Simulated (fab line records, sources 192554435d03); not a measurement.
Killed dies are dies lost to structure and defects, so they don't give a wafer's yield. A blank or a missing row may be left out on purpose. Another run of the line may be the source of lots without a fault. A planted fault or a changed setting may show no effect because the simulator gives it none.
Which tool is to blame? / flow n5Finfet / 8 lots, 22 wafers sampled, at 7 steps of a route of 1938

## WHAT THE GAUGES SHOWED, per wafer
N5_SD_EPI_P_EPI_MEAS_23. Usual: thkNm at 61.1 nm, with a standard deviation of 1.3.
lot=L994; measured=day 4 02:36; on=filmMetro-01; thkNm (nm)=61.0 61.1 61.5; flag=
lot=L995; measured=day 4 13:44; on=filmMetro-02; thkNm (nm)=59.9 62.0 61.4; flag=
lot=L101; measured=day 6 01:20; on=filmMetro-02; thkNm (nm)=37.7 38.5; flag=OFF
lot=L104; measured=day 6 16:41; on=filmMetro-01; thkNm (nm)=61.0 39.0 62.9; flag=OFF
lot=L105; measured=day 6 22:28; on=filmMetro-02; thkNm (nm)=60.3 36.9; flag=OFF
lot=L110; measured=day 8 06:55; on=filmMetro-02; thkNm (nm)=61.0 62.2 61.1; flag=
lot=L112; measured=day 8 15:49; on=filmMetro-02; thkNm (nm)=60.8 60.5 60.1; flag=
lot=L113; measured=day 8 23:26; on=filmMetro-02; thkNm (nm)=60.0 60.0 57.5; flag=

N5_SD_ACTIVATION_RS_MEAS_03: the measuring method here is four-point-probe. Usual: RS_SD_N 21.82 ohm/sq, standard deviation 0.29; RS_SD_P 56.1 ohm/sq, standard deviation 0.88.
lot=L994; measured=day 4 03:20; on=filmMetro-02; RS_SD_N (ohm/sq)=21.71 21.37 21.55; RS_SD_P (ohm/sq)=55.7 55.6 56.3; flag=
lot=L995; measured=day 4 14:32; on=filmMetro-01; RS_SD_N (ohm/sq)=21.58 21.70 21.76; RS_SD_P (ohm/sq)=55.6 56.6 55.1; flag=
lot=L101; measured=day 6 02:00; on=filmMetro-01; RS_SD_N (ohm/sq)=22.45 22.03; RS_SD_P (ohm/sq)=89.0 87.5; flag=OFF
lot=L104; measured=day 6 17:19; on=filmMetro-02; RS_SD_N (ohm/sq)=21.98 22.03 21.98; RS_SD_P (ohm/sq)=54.0 89.4 55.4; flag=OFF
lot=L105; measured=day 6 23:18; on=filmMetro-02; RS_SD_N (ohm/sq)=21.70 21.47; RS_SD_P (ohm/sq)=56.7 91.7; flag=OFF
lot=L110; measured=day 8 07:31; on=filmMetro-01; RS_SD_N (ohm/sq)=21.75 21.45 21.66; RS_SD_P (ohm/sq)=56.6 56.8 56.8; flag=
lot=L112; measured=day 8 16:35; on=filmMetro-02; RS_SD_N (ohm/sq)=22.07 21.62 22.20; RS_SD_P (ohm/sq)=55.3 55.6 55.0; flag=
lot=L113; measured=day 9 00:03; on=filmMetro-02; RS_SD_N (ohm/sq)=21.83 21.79 21.75; RS_SD_P (ohm/sq)=58.0 57.2 57.9; flag=

N5_BEOL_M4_RC_MEAS_101. Usual: DIBL_N 36.0 mV/V, standard deviation 1.6; DIBL_P 36.1 mV/V, standard deviation 2; IOFF_N 0.160 nA/um, standard deviation 0.029; IOFF_P 0.21 nA/um, standard deviation 0.039; ION_N 675 uA/um, standard deviation 13; ION_P 464 uA/um, standard deviation 8.8; REXT_P 101.2 ohm.um, standard deviation 2.8; RS_SD_P 66.0 ohm/sq, standard deviation 0.99; SS_N 71.5 mV/dec, standard deviation 0.58; SS_P 73.3 mV/dec, standard deviation 0.65; VT_N 250 mV, standard deviation 3.3; VT_P -249 mV, standard deviation 3.6; VT_P_LVT -98.0 mV, standard deviation 2.9.
lot=L994; measured=day 8 18:49; on=prober-02; DIBL_N (mV/V)=34.2 36.3 33.9; DIBL_P (mV/V)=34.1 36.7 33.6; IOFF_N (nA/um)=0.121 0.150 0.110; IOFF_P (nA/um)=0.15 0.18 0.14; ION_N (uA/um)=653 673 649; ION_P (uA/um)=451 456 448; REXT_P (ohm.um)=99.2 98.6 100.3; RS_SD_P (ohm/sq)=65.4 65.2 66.3; SS_N (mV/dec)=71.7 72.6 71.4; SS_P (mV/dec)=72.7 74.0 72.3; VT_N (mV)=254 252 255; VT_P (mV)=-259 -255 -259; VT_P_LVT (mV)=-103.4 -101.4 -103.6; flag=
lot=L995; measured=day 8 23:21; on=prober-02; DIBL_N (mV/V)=33.7 32.2 35.7; DIBL_P (mV/V)=35.3 33.5 37.8; IOFF_N (nA/um)=0.146 0.118 0.175; IOFF_P (nA/um)=0.19 0.17 0.23; ION_N (uA/um)=678 675 678; ION_P (uA/um)=463 466 463; REXT_P (ohm.um)=100.0 99.3 98.7; RS_SD_P (ohm/sq)=65.7 66.1 65.5; SS_N (mV/dec)=71.2 70.8 70.7; SS_P (mV/dec)=73.1 72.7 73.7; VT_N (mV)=250 253 247; VT_P (mV)=-252 -250 -249; VT_P_LVT (mV)=-99.7 -100.3 -98.0; flag=
lot=L101; measured=day 10 18:43; on=prober-02; DIBL_N (mV/V)=36.3 37.7; DIBL_P (mV/V)=38.5 40.6; IOFF_N (nA/um)=0.166 0.180; IOFF_P (nA/um)=0.16 0.18; ION_N (uA/um)=679 672; ION_P (uA/um)=427 423; REXT_P (ohm.um)=121.2 121.4; RS_SD_P (ohm/sq)=105.0 103.0; SS_N (mV/dec)=72.5 72.1; SS_P (mV/dec)=72.7 73.5; VT_N (mV)=248 248; VT_P (mV)=-260 -261; VT_P_LVT (mV)=-111.9 -110.4; flag=OFF
lot=L104; measured=day 10 22:27; on=prober-01; DIBL_N (mV/V)=35.6 36.5 37.4; DIBL_P (mV/V)=34.9 39.4 37.6; IOFF_N (nA/um)=0.155 0.178 0.204; IOFF_P (nA/um)=0.22 0.18 0.28; ION_N (uA/um)=652 689 685; ION_P (uA/um)=457 438 472; REXT_P (ohm.um)=104.4 121.9 102.4; RS_SD_P (ohm/sq)=65.0 104.9 64.8; SS_N (mV/dec)=71.7 71.2 72.0; SS_P (mV/dec)=72.7 74.2 73.3; VT_N (mV)=250 247 246; VT_P (mV)=-248 -260 -245; VT_P_LVT (mV)=-95.8 -106.0 -91.2; flag=OFF
lot=L105; measured=day 11 04:39; on=prober-02; DIBL_N (mV/V)=35.0 34.6; DIBL_P (mV/V)=33.5 35.9; IOFF_N (nA/um)=0.135 0.135; IOFF_P (nA/um)=0.19 0.14; ION_N (uA/um)=665 664; ION_P (uA/um)=457 427; REXT_P (ohm.um)=104.6 122.1; RS_SD_P (ohm/sq)=66.8 107.3; SS_N (mV/dec)=71.2 70.7; SS_P (mV/dec)=72.5 72.9; VT_N (mV)=252 251; VT_P (mV)=-252 -264; VT_P_LVT (mV)=-101.6 -113.6; flag=OFF
lot=L110; measured=day 13 09:56; on=prober-01; DIBL_N (mV/V)=34.8 36.2 36.8; DIBL_P (mV/V)=34.0 35.5 35.9; IOFF_N (nA/um)=0.146 0.154 0.174; IOFF_P (nA/um)=0.17 0.20 0.21; ION_N (uA/um)=687 681 699; ION_P (uA/um)=463 469 468; REXT_P (ohm.um)=98.4 100.2 98.4; RS_SD_P (ohm/sq)=66.2 66.4 66.5; SS_N (mV/dec)=70.9 71.5 71.2; SS_P (mV/dec)=72.3 73.7 73.0; VT_N (mV)=247 248 247; VT_P (mV)=-252 -250 -250; VT_P_LVT (mV)=-97.6 -96.4 -95.4; flag=
lot=L112; measured=day 13 06:37; on=prober-02; DIBL_N (mV/V)=31.8 32.8 35.6; DIBL_P (mV/V)=33.0 34.9 37.3; IOFF_N (nA/um)=0.115 0.123 0.171; IOFF_P (nA/um)=0.18 0.21 0.24; ION_N (uA/um)=667 663 681; ION_P (uA/um)=461 468 471; REXT_P (ohm.um)=95.8 94.6 95.4; RS_SD_P (ohm/sq)=64.7 65.4 65.6; SS_N (mV/dec)=70.8 71.1 71.3; SS_P (mV/dec)=72.4 73.2 73.8; VT_N (mV)=256 254 249; VT_P (mV)=-250 -246 -247; VT_P_LVT (mV)=-101.4 -98.8 -96.8; flag=
lot=L113; measured=day 13 15:26; on=prober-02; DIBL_N (mV/V)=34.6 35.0 37.1; DIBL_P (mV/V)=33.6 35.3 37.7; IOFF_N (nA/um)=0.128 0.139 0.180; IOFF_P (nA/um)=0.19 0.21 0.25; ION_N (uA/um)=664 657 682; ION_P (uA/um)=462 458 465; REXT_P (ohm.um)=102.6 100.9 103.5; RS_SD_P (ohm/sq)=67.3 66.6 67.8; SS_N (mV/dec)=70.7 71.5 71.9; SS_P (mV/dec)=72.0 72.9 74.1; VT_N (mV)=253 253 247; VT_P (mV)=-247 -251 -247; VT_P_LVT (mV)=-100.6 -99.1 -96.8; flag=

## EACH LOT AND THE TOOL THAT RAN IT (in order: tool; ch and the chambers of the sampled wafers; start)
lot=L994; N5_SD_EPI_P_ETCH_36=rieDiel-01 ch 0,2,3, day 3 22:11; N5_SD_EPI_P_ETCH_16=rieDiel-01 ch 0,2,3, day 3 22:46; N5_SD_EPI_P_EPI_21=epiRpcvd-02 ch 0, day 3 23:40; N5_ILD0_CMP_03=cmp-03 ch 0,2,3, day 4 06:10
lot=L995; N5_SD_EPI_P_ETCH_36=rieDiel-05 ch 0,1,3, day 4 09:23; N5_SD_EPI_P_ETCH_16=rieDiel-05 ch 0,1,3, day 4 09:58; N5_SD_EPI_P_EPI_21=epiRpcvd-01 ch 0, day 4 11:47; N5_ILD0_CMP_03=cmp-02 ch 0,1,3, day 4 17:21
lot=L101; N5_SD_EPI_P_ETCH_36=rieDiel-02 ch 0,3, day 5 21:49; N5_SD_EPI_P_ETCH_16=rieDiel-02 ch 0,3, day 5 22:24; N5_SD_EPI_P_EPI_21=epiRpcvd-02 ch 0, day 5 23:52; N5_ILD0_CMP_03=cmp-03 ch 0,3, day 6 04:47
lot=L104; N5_SD_EPI_P_ETCH_36=rieDiel-01 ch 0,2,3, day 6 12:20; N5_SD_EPI_P_ETCH_16=rieDiel-01 ch 0,2,3, day 6 12:55; N5_SD_EPI_P_EPI_21=epiRpcvd-02 ch 0, day 6 14:14; N5_ILD0_CMP_03=cmp-01 ch 0,2,3, day 6 20:01
lot=L105; N5_SD_EPI_P_ETCH_36=rieDiel-02 ch 2,3, day 6 18:57; N5_SD_EPI_P_ETCH_16=rieDiel-02 ch 2,3, day 6 19:32; N5_SD_EPI_P_EPI_21=epiRpcvd-02 ch 0, day 6 21:42; N5_ILD0_CMP_03=cmp-02 ch 2,3, day 7 02:05
lot=L110; N5_SD_EPI_P_ETCH_36=rieDiel-02 ch 0,3, day 8 03:24; N5_SD_EPI_P_ETCH_16=rieDiel-02 ch 0,3, day 8 03:59; N5_SD_EPI_P_EPI_21=epiRpcvd-04 ch 0, day 8 04:43; N5_ILD0_CMP_03=cmp-02 ch 0,3, day 8 10:19
lot=L112; N5_SD_EPI_P_ETCH_36=rieDiel-01 ch 0,1,2, day 8 12:18; N5_SD_EPI_P_ETCH_16=rieDiel-01 ch 0,1,2, day 8 12:53; N5_SD_EPI_P_EPI_21=epiRpcvd-01 ch 0, day 8 13:59; N5_ILD0_CMP_03=cmp-02 ch 0,1, day 8 20:26
lot=L113; N5_SD_EPI_P_ETCH_36=rieDiel-02 ch 1,3, day 8 19:55; N5_SD_EPI_P_ETCH_16=rieDiel-02 ch 1,3, day 8 20:30; N5_SD_EPI_P_EPI_21=epiRpcvd-01 ch 0, day 8 21:35; N5_ILD0_CMP_03=cmp-01 ch 0,2,3, day 9 03:09
- N5_SD_EPI_P_ETCH_36: etches SiARC in CF4, target depth 45.5 nm, time 75.8 s.
- N5_SD_EPI_P_ETCH_16: etches SiO2 in CHF3/O2, target depth 5 nm.
- N5_SD_EPI_P_EPI_21: deposits SiGe:B, time 355 s.
- N5_ILD0_CMP_03: polishes, stops on SiNx, t overpolish 1.9 s, target thk 197.38 nm.

## AS READ BY THE TOOLS THEMSELVES (means over the sampled wafers that have a number; for cases with no such wafer, the mark the record gives instead)
N5_SD_EPI_P_ETCH_36. Usual: biasW is 35.98 W with standard deviation 0.096, drypumpMotorCurrentA is 5.7 A with standard deviation 0.48, etchRfOnTimeS is 76.3 s with standard deviation 1.4, oesProductAu is 0.66 a.u. with standard deviation 0.055, rfVppV is 184.0 V with standard deviation 1.2, showerheadPlenumPTorr is 2.14 Torr with standard deviation 0.075, and throttleValvePct is 15.64 % with standard deviation 0.15.
lot=L994; tool=rieDiel-01; biasW (W)=35.95; drypumpMotorCurrentA (A)=5.6; etchRfOnTimeS (s)=76.3; oesProductAu (a.u.)=0.66; rfVppV (V)=183.8; showerheadPlenumPTorr (Torr)=2.12; throttleValvePct (%)=15.70; flag=
lot=L995; tool=rieDiel-05; biasW (W)=35.99; drypumpMotorCurrentA (A)=5.7; etchRfOnTimeS (s)=75.9; oesProductAu (a.u.)=0.67; rfVppV (V)=183.9; showerheadPlenumPTorr (Torr)=2.18; throttleValvePct (%)=15.69; flag=
lot=L101; tool=rieDiel-02; biasW (W)=35.99; drypumpMotorCurrentA (A)=5.8; etchRfOnTimeS (s)=75.2; oesProductAu (a.u.)=0.63; rfVppV (V)=183.2; showerheadPlenumPTorr (Torr)=2.10; throttleValvePct (%)=15.59; flag=
lot=L104; tool=rieDiel-01; biasW (W)=36.03; drypumpMotorCurrentA (A)=5.7; etchRfOnTimeS (s)=76.1; oesProductAu (a.u.)=0.64; rfVppV (V)=184.6; showerheadPlenumPTorr (Torr)=2.11; throttleValvePct (%)=15.73; flag=
lot=L105; tool=rieDiel-02; biasW (W)=35.92; drypumpMotorCurrentA (A)=5.4; etchRfOnTimeS (s)=76.5; oesProductAu (a.u.)=0.62; rfVppV (V)=184.2; showerheadPlenumPTorr (Torr)=2.08; throttleValvePct (%)=15.59; flag=
lot=L110; tool=rieDiel-02; biasW (W)=36.06; drypumpMotorCurrentA (A)=5.8; etchRfOnTimeS (s)=77.6; oesProductAu (a.u.)=0.60; rfVppV (V)=183.8; showerheadPlenumPTorr (Torr)=2.08; throttleValvePct (%)=15.65; flag=
lot=L112; tool=rieDiel-01; biasW (W)=36.02; drypumpMotorCurrentA (A)=6.2; etchRfOnTimeS (s)=76.4; oesProductAu (a.u.)=0.68; rfVppV (V)=183.6; showerheadPlenumPTorr (Torr)=2.15; throttleValvePct (%)=15.69; flag=
lot=L113; tool=rieDiel-02; biasW (W)=36.00; drypumpMotorCurrentA (A)=6.1; etchRfOnTimeS (s)=76.0; oesProductAu (a.u.)=0.61; rfVppV (V)=184.1; showerheadPlenumPTorr (Torr)=2.16; throttleValvePct (%)=15.69; flag=

N5_SD_EPI_P_ETCH_16. Usual: biasW is 170.0 W with standard deviation 0.52, drypumpMotorCurrentA is 5.7 A with standard deviation 0.47, oes_o_777_au is 0.77 a.u. with standard deviation 0.06, oesProductAu is 0.77 a.u. with standard deviation 0.067, rfVppV is 527 V with standard deviation 9.6, showerheadPlenumPTorr is 2.41 Torr with standard deviation 0.086, and throttleValvePct is 18.93 % with standard deviation 0.17.
lot=L994; tool=rieDiel-01; biasW (W)=170.0; drypumpMotorCurrentA (A)=5.7; oes_o_777_au (a.u.)=0.77; oesProductAu (a.u.)=0.77; rfVppV (V)=532; showerheadPlenumPTorr (Torr)=2.39; throttleValvePct (%)=18.99; flag=
lot=L995; tool=rieDiel-05; biasW (W)=169.7; drypumpMotorCurrentA (A)=5.7; oes_o_777_au (a.u.)=0.78; oesProductAu (a.u.)=0.79; rfVppV (V)=536; showerheadPlenumPTorr (Torr)=2.46; throttleValvePct (%)=19.05; flag=
lot=L101; tool=rieDiel-02; biasW (W)=169.4; drypumpMotorCurrentA (A)=5.8; oes_o_777_au (a.u.)=0.74; oesProductAu (a.u.)=0.73; rfVppV (V)=522; showerheadPlenumPTorr (Torr)=2.35; throttleValvePct (%)=18.81; flag=
lot=L104; tool=rieDiel-01; biasW (W)=169.4; drypumpMotorCurrentA (A)=5.7; oes_o_777_au (a.u.)=0.75; oesProductAu (a.u.)=0.75; rfVppV (V)=531; showerheadPlenumPTorr (Torr)=2.38; throttleValvePct (%)=19.03; flag=
lot=L105; tool=rieDiel-02; biasW (W)=170.0; drypumpMotorCurrentA (A)=5.5; oes_o_777_au (a.u.)=0.73; oesProductAu (a.u.)=0.72; rfVppV (V)=525; showerheadPlenumPTorr (Torr)=2.34; throttleValvePct (%)=18.81; flag=
lot=L110; tool=rieDiel-02; biasW (W)=170.4; drypumpMotorCurrentA (A)=5.8; oes_o_777_au (a.u.)=0.73; oesProductAu (a.u.)=0.71; rfVppV (V)=522; showerheadPlenumPTorr (Torr)=2.33; throttleValvePct (%)=18.86; flag=
lot=L112; tool=rieDiel-01; biasW (W)=169.7; drypumpMotorCurrentA (A)=6.2; oes_o_777_au (a.u.)=0.79; oesProductAu (a.u.)=0.80; rfVppV (V)=529; showerheadPlenumPTorr (Torr)=2.41; throttleValvePct (%)=18.96; flag=
lot=L113; tool=rieDiel-02; biasW (W)=170.3; drypumpMotorCurrentA (A)=6.1; oes_o_777_au (a.u.)=0.73; oesProductAu (a.u.)=0.71; rfVppV (V)=523; showerheadPlenumPTorr (Torr)=2.42; throttleValvePct (%)=18.91; flag=

N5_ILD0_CMP_03. Usual: motorCurrentA 12.5 A, standard deviation 1.2; overpolishRunS 1.900 s, standard deviation 0.0096; platenRpm 51.79 rpm, standard deviation 0.038; slurryFilterDpKPa 13.50 kPa, standard deviation 0.15; timeToEndpointS 70 s, standard deviation 4.8.
lot=L994; tool=cmp-03; motorCurrentA (A)=13.5; overpolishRunS (s)=1.903; platenRpm (rpm)=51.78; slurryFilterDpKPa (kPa)=13.66; timeToEndpointS (s)=66; flag=
lot=L995; tool=cmp-02; motorCurrentA (A)=12.4; overpolishRunS (s)=1.902; platenRpm (rpm)=51.80; slurryFilterDpKPa (kPa)=13.56; timeToEndpointS (s)=71; flag=
lot=L101; tool=cmp-03; motorCurrentA (A)=13.7; overpolishRunS (s)=1.906; platenRpm (rpm)=51.77; slurryFilterDpKPa (kPa)=13.32; timeToEndpointS (s)=65; flag=
lot=L104; tool=cmp-01; motorCurrentA (A)=11.9; overpolishRunS (s)=1.896; platenRpm (rpm)=51.81; slurryFilterDpKPa (kPa)=13.55; timeToEndpointS (s)=77; flag=
lot=L105; tool=cmp-02; motorCurrentA (A)=11.9; overpolishRunS (s)=1.901; platenRpm (rpm)=51.80; slurryFilterDpKPa (kPa)=13.34; timeToEndpointS (s)=62; flag=
lot=L110; tool=cmp-02; motorCurrentA (A)=11.8; overpolishRunS (s)=1.905; platenRpm (rpm)=51.84; slurryFilterDpKPa (kPa)=13.46; timeToEndpointS (s)=62; flag=
lot=L112; tool=cmp-02; motorCurrentA (A)=11.6; overpolishRunS (s)=1.895; platenRpm (rpm)=51.76; slurryFilterDpKPa (kPa)=13.34; timeToEndpointS (s)=66; flag=
lot=L113; tool=cmp-01; motorCurrentA (A)=11.7; overpolishRunS (s)=1.899; platenRpm (rpm)=51.78; slurryFilterDpKPa (kPa)=13.46; timeToEndpointS (s)=69; flag=

## THE ANSWER, worked out from the rows above alone
Rule: a lot counts as off when the mean over its wafers that have a number is more than 3 standard deviations away from the usual mean. Also off: a lot with no number at a reading for which 4 or more lots have one. The other lots that the step has rows for count as sound. Order of review: gauges by route order, followed by the tools' own readings, for which a lot's mean as printed above is used. At the first step where some lot is off, the reading lying furthest off is the one used; lots without a number count as furthest.
Off at N5_SD_EPI_P_EPI_MEAS_23 (thkNm): L101, L104, L105.
If a tool, at a process step before that reading, ran all the lots that are off and no sound lot after the first of them, it fits. Not tried: the gauges at N5_SD_EPI_P_EPI_MEAS_23; whatever is off there is also off at N5_BEOL_M4_RC_MEAS_101, on other tools, and gauge error can't account for it. One candidate fits, namely epiRpcvd-02 at N5_SD_EPI_P_EPI_21. A fault onset in the window from L994 (day 3 23:40, its last sound lot) to L101 (day 5 23:52, its first lot off) fits.

## WHAT HAD BEEN PUT IN BY THE SIMULATOR
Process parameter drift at N5_SD_EPI_P_EPI_21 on epiRpcvd-02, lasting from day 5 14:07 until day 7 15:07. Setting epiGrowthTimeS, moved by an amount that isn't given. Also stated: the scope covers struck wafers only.
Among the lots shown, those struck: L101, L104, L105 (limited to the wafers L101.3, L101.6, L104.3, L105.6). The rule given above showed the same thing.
